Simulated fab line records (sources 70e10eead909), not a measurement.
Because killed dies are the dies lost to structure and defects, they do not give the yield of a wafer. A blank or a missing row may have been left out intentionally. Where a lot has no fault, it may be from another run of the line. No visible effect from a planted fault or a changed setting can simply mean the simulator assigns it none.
Chamber matching :: flow nand-harc :: 4 sister chambers for NHARC_A_STAIRCASE_DESCUM_443 on rie-diel-12
The step chemistry O2, time 3 s. 16 wafers are shown with their chamber, then 8 later ones without.

WAFERS, EACH WITH ITS CHAMBER
wafer: L075.3
chamber: 3
showerhead-plenum-p-Torr (Torr): 1.91
drypump-motor-current-A (A): 5.9
oes-product-au (a.u.): 0.990

wafer: L075.4
chamber: 1
showerhead-plenum-p-Torr (Torr): 1.78
drypump-motor-current-A (A): 5.4
oes-product-au (a.u.): 0.989

wafer: L075.6
chamber: 2
showerhead-plenum-p-Torr (Torr): 1.98
drypump-motor-current-A (A): 6.0
oes-product-au (a.u.): 0.999

wafer: L082.3
chamber: 1
showerhead-plenum-p-Torr (Torr): 1.78
drypump-motor-current-A (A): 5.5
oes-product-au (a.u.): 0.990

wafer: L082.5
chamber: 0
showerhead-plenum-p-Torr (Torr): 1.79
drypump-motor-current-A (A): 5.6
oes-product-au (a.u.): 1.013

wafer: L082.6
chamber: 1
showerhead-plenum-p-Torr (Torr): 1.78
drypump-motor-current-A (A): 5.4
oes-product-au (a.u.): 1.006

wafer: L084.3
chamber: 2
showerhead-plenum-p-Torr (Torr): 1.97
drypump-motor-current-A (A): 6.0
oes-product-au (a.u.): 0.988

wafer: L084.5
chamber: 3
showerhead-plenum-p-Torr (Torr): 1.91
drypump-motor-current-A (A): 5.9
oes-product-au (a.u.): 0.996

wafer: L084.6
chamber: 2
showerhead-plenum-p-Torr (Torr): 1.97
drypump-motor-current-A (A): 6.0
oes-product-au (a.u.): 0.998

wafer: L086.4
chamber: 3
showerhead-plenum-p-Torr (Torr): 1.91
drypump-motor-current-A (A): 5.9
oes-product-au (a.u.): 0.998

wafer: L086.5
chamber: 1
showerhead-plenum-p-Torr (Torr): 1.77
drypump-motor-current-A (A): 5.5
oes-product-au (a.u.): 0.995

wafer: L086.6
chamber: 2
showerhead-plenum-p-Torr (Torr): 1.97
drypump-motor-current-A (A): 6.0
oes-product-au (a.u.): 0.993

wafer: L089.3
chamber: 3
showerhead-plenum-p-Torr (Torr): 1.90
drypump-motor-current-A (A): 5.9
oes-product-au (a.u.): 0.983

wafer: L089.5
chamber: 1
showerhead-plenum-p-Torr (Torr): 1.77
drypump-motor-current-A (A): 5.4
oes-product-au (a.u.): 0.989

wafer: L089.6
chamber: 2
showerhead-plenum-p-Torr (Torr): 1.96
drypump-motor-current-A (A): 6.0
oes-product-au (a.u.): 0.989

wafer: L090.3
chamber: 1
showerhead-plenum-p-Torr (Torr): 1.77
drypump-motor-current-A (A): 5.4
oes-product-au (a.u.): 0.988

SIGNATURES, as means of the wafers listed above
reading: showerhead-plenum-p-Torr
chamber 0: 1.7900
chamber 1: 1.7750
chamber 2: 1.9700
chamber 3: 1.9075
scatter within a chamber: 0.00595

reading: drypump-motor-current-A
chamber 0: 5.600
chamber 1: 5.433
chamber 2: 6.000
chamber 3: 5.900
scatter within a chamber: 0.0333

reading: oes-product-au
chamber 0: 1.01300
chamber 1: 0.99283
chamber 2: 0.99340
chamber 3: 0.99175
scatter within a chamber: 0.0063
Rule: a wafer's distance from a chamber is the root of the sum, over the readings, of the square of ((its reading less the chamber's mean) divided by the reading's scatter). The wafer belongs to the nearest chamber; if the next one is less than 2 further off, it can't be placed. How the scatter is found: for the shown wafers, subtract from each reading the mean of its chamber, square and add these, divide the total by (wafers less chambers), then take the root.

WAFERS WITH NO CHAMBER GIVEN
wafer: L090.4
showerhead-plenum-p-Torr (Torr): 1.96
drypump-motor-current-A (A): 6.0
oes-product-au (a.u.): 0.984

wafer: L090.6
showerhead-plenum-p-Torr (Torr): 1.77
drypump-motor-current-A (A): 5.4
oes-product-au (a.u.): 1.001

wafer: L093.3
showerhead-plenum-p-Torr (Torr): 1.90
drypump-motor-current-A (A): 5.9
oes-product-au (a.u.): 0.982

wafer: L093.4
showerhead-plenum-p-Torr (Torr): 1.76
drypump-motor-current-A (A): 5.4
oes-product-au (a.u.): 0.995

wafer: L093.5
showerhead-plenum-p-Torr (Torr): 1.76
drypump-motor-current-A (A): 5.4
oes-product-au (a.u.): 1.003

wafer: L095.4
showerhead-plenum-p-Torr (Torr): 1.90
drypump-motor-current-A (A): 5.9
oes-product-au (a.u.): 0.989

wafer: L095.5
showerhead-plenum-p-Torr (Torr): 1.78
drypump-motor-current-A (A): 5.6
oes-product-au (a.u.): 0.995

wafer: L095.6
showerhead-plenum-p-Torr (Torr): 1.90
drypump-motor-current-A (A): 5.9
oes-product-au (a.u.): 0.992

THE CHAMBER EACH PASSED THROUGH
wafer: L090.4
from the rows above: 2
in truth: 2

wafer: L090.6
from the rows above: 1
in truth: 1

wafer: L093.3
from the rows above: 3
in truth: 3

wafer: L093.4
from the rows above: 1
in truth: 1

wafer: L093.5
from the rows above: 1
in truth: 1

wafer: L095.4
from the rows above: 3
in truth: 3

wafer: L095.5
from the rows above: can't be placed: 0 or 1
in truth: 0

wafer: L095.6
from the rows above: 3
in truth: 3
Correctly placed: 7 of 8. From these rows, 1 cannot be placed; in 1 the true chamber is one of the candidates. 0 placed wrongly.
